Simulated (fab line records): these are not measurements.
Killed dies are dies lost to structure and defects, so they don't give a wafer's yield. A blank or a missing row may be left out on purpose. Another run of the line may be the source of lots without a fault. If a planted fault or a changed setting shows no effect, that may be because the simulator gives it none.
Which tool did it? / flow n5_finfet / 12 lots with 36 wafers sampled at 3 steps, on a route of 1938 steps

== WHAT THE GAUGES READ, wafer by wafer ==
N5_BEOL_M8_CD_MEAS_18: pitch 80 nm, target cd 40 nm.
lot=L076; measured=day 9 13:58; on=cd_sem-03; cd_nm (nm)=39.7 39.2 40.1
lot=L077; measured=day 9 21:34; on=cd_sem-01; cd_nm (nm)=40.7 39.9 40.0
lot=L078; measured=day 10 00:42; on=cd_sem-01; cd_nm (nm)=40.1 40.9 40.8
lot=L080; measured=day 10 14:56; on=cd_sem-02; cd_nm (nm)=39.4 40.1 39.7
lot=L084; measured=day 11 13:08; on=cd_sem-01; cd_nm (nm)=39.7 38.7 39.3
lot=L085; measured=day 11 19:49; on=cd_sem-02; cd_nm (nm)=40.0 40.0 39.8
lot=L087; measured=day 12 14:22; on=cd_sem-01; cd_nm (nm)=40.1 38.8 40.0
lot=L089; measured=day 13 05:13; on=cd_sem-01; cd_nm (nm)=39.4 39.3 39.4
lot=L090; measured=day 13 11:35; on=cd_sem-03; cd_nm (nm)=40.4 38.9 39.4
lot=L092; measured=day 13 22:02; on=cd_sem-02; cd_nm (nm)=39.8 40.2 39.5
lot=L095; measured=day 14 16:10; on=cd_sem-03; cd_nm (nm)=40.5 39.6 39.4
lot=L097; measured=day 14 22:04; on=cd_sem-02; cd_nm (nm)=40.3 39.6 38.8

== EACH LOT AND THE TOOL THAT RAN IT (in order: tool; ch and the chambers of the sampled wafers; start) ==
lot=L076; N5_BEOL_M8_ETCH_62=rie_diel-03 ch 2,3, day 9 13:34; N5_BEOL_M8_STRIP_67=rie_diel-03 ch 2,3, day 9 13:43
lot=L077; N5_BEOL_M8_ETCH_62=rie_diel-06 ch 0,3, day 9 21:12; N5_BEOL_M8_STRIP_67=rie_diel-06 ch 0,3, day 9 21:21
lot=L078; N5_BEOL_M8_ETCH_62=rie_diel-06 ch 0,2,3, day 10 00:20; N5_BEOL_M8_STRIP_67=rie_diel-06 ch 0,2,3, day 10 00:29
lot=L080; N5_BEOL_M8_ETCH_62=rie_diel-01 ch 0,2,3, day 10 14:32; N5_BEOL_M8_STRIP_67=rie_diel-01 ch 0,2,3, day 10 14:41
lot=L084; N5_BEOL_M8_ETCH_62=rie_diel-01 ch 1,2,3, day 11 12:31; N5_BEOL_M8_STRIP_67=rie_diel-01 ch 1,2,3, day 11 12:40
lot=L085; N5_BEOL_M8_ETCH_62=rie_diel-03 ch 0,1, day 11 19:27; N5_BEOL_M8_STRIP_67=rie_diel-03 ch 0,1, day 11 19:35
lot=L087; N5_BEOL_M8_ETCH_62=rie_diel-03 ch 1,3, day 12 13:59; N5_BEOL_M8_STRIP_67=rie_diel-03 ch 1,3, day 12 14:08
lot=L089; N5_BEOL_M8_ETCH_62=rie_diel-03 ch 2,3, day 13 04:45; N5_BEOL_M8_STRIP_67=rie_diel-03 ch 2,3, day 13 04:53
lot=L090; N5_BEOL_M8_ETCH_62=rie_diel-01 ch 1,2,3, day 13 11:07; N5_BEOL_M8_STRIP_67=rie_diel-01 ch 1,2,3, day 13 11:15
lot=L092; N5_BEOL_M8_ETCH_62=rie_diel-06 ch 0,3, day 13 21:40; N5_BEOL_M8_STRIP_67=rie_diel-06 ch 0,3, day 13 21:49
lot=L095; N5_BEOL_M8_ETCH_62=rie_diel-01 ch 0,2,3, day 14 15:47; N5_BEOL_M8_STRIP_67=rie_diel-01 ch 0,2,3, day 14 15:56
lot=L097; N5_BEOL_M8_ETCH_62=rie_diel-03 ch 2,3, day 14 21:41; N5_BEOL_M8_STRIP_67=rie_diel-03 ch 2,3, day 14 21:50
- N5_BEOL_M8_ETCH_62: etches SOC in N2/H2, target depth 110 nm, overetch 22 nm, time 165 s.
- N5_BEOL_M8_STRIP_67: strips in CF4.

== THE ANSWER, worked out from the rows above alone ==
Rule: what is usual is taken from the lots themselves. Put in order of their means at a reading, lots are off if they are a third of the lots or fewer, leave a main group of 4 or more, and stand apart from it by a gap of 3 or more times the standard deviation of the main group's means; of several such gaps the widest counts. If all means in a main group match to the digits the tables above print for the reading, that group is not used. Also off: a lot with no number at a reading for which 4 or more lots have one. Where the step has rows for the other lots, those lots are counted as sound.
No lot is off at any reading shown: from this, nothing can be told.

== WHAT THE SIMULATOR HAD PUT IN ==
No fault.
